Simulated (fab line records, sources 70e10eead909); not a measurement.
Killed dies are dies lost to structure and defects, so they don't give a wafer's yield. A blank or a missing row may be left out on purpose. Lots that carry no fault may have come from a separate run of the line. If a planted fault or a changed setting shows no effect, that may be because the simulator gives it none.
What tool caused it?    flow nand-harc    7 lots with 19 wafers sampled at 4 steps, on a route of 1302 steps

WHAT THE GAUGES SHOWED, per wafer
NHARC_A_M1_INSPECT_11.
lot   measured      on                 raw-defect-count
L698  day 23 13:37  defect-inspect-02  78 72 70
L704  day 26 14:17  defect-inspect-01  65 71 82
L708  day 27 10:52  defect-inspect-02  734 734
L713  day 29 08:03  defect-inspect-02  132 126 107
L710  day 29 12:22  defect-inspect-02  112 100 120
L717  day 31 05:50  defect-inspect-01  120 81 87
L719  day 33 05:14  defect-inspect-02  61 69 60

EACH LOT AND THE TOOL THAT RAN IT (in order: tool; ch and the chambers of the sampled wafers; start)
lot   NHARC_A_M0_DEGAS_28           NHARC_A_M0_PRE_CLEAN_31          NHARC_A_M0_DEP_32
L698  pvd-sputter-02, day 23 10:40  pecvd-01 ch 0,1,2, day 23 12:19  pecvd-01 ch 0,1,2, day 23 12:28
L704  pvd-sputter-03, day 26 11:20  pecvd-01 ch 0,1,2, day 26 12:57  pecvd-01 ch 0,1,2, day 26 13:02
L708  pvd-sputter-02, day 27 07:47  pecvd-01 ch 2, day 27 09:26      pecvd-01 ch 2, day 27 09:35
L713  pvd-sputter-02, day 29 04:59  pecvd-02 ch 0,2, day 29 06:45    pecvd-02 ch 0,2, day 29 06:50
L710  pvd-sputter-01, day 29 09:19  pecvd-02 ch 1,2, day 29 10:56    pecvd-02 ch 1,2, day 29 11:03
L717  pvd-sputter-03, day 31 02:45  pecvd-04 ch 0,1, day 31 04:24    pecvd-04 ch 0,1, day 31 04:30
L719  pvd-sputter-03, day 33 02:17  pecvd-04 ch 0,1,2, day 33 03:53  pecvd-04 ch 0,1,2, day 33 03:58
- NHARC_A_M0_DEGAS_28: time 60 s.
- NHARC_A_M0_PRE_CLEAN_31: time 12 s.
- NHARC_A_M0_DEP_32: deposits SiCN, target thk 30 nm.

THE ANSWER, worked out from the rows above alone
Rule: the usual values come from the lots themselves. Put in order of their means at a reading, lots are off if they are a third of the lots or fewer, leave a main group of 4 or more, and stand apart from it by a gap of 3 or more times the standard deviation of the main group's means; of several such gaps the widest counts. A main group is skipped when, at the precision printed for the reading in the tables above, its means are all equal. Also off: a lot with no number at a reading for which 4 or more lots have one. Any other lot the step has rows for is counted as sound.
Off: L708, at NHARC_A_M1_INSPECT_11 (raw-defect-count). Main group: mean 90, sd 21.
If a tool, at a process step before that reading, ran all the lots that are off and no sound lot after the first of them, it fits. The gauges at NHARC_A_M1_INSPECT_11 are tried like those tools. One candidate fits, namely pecvd-01 at NHARC_A_M0_PRE_CLEAN_31 and NHARC_A_M0_DEP_32. At NHARC_A_M0_PRE_CLEAN_31 its last sound lot is L704 (day 26 12:57), its first lot that is off L708 (day 27 09:26): a fault that began between those two fits.

WHAT WAS PUT IN BY THE SIMULATOR
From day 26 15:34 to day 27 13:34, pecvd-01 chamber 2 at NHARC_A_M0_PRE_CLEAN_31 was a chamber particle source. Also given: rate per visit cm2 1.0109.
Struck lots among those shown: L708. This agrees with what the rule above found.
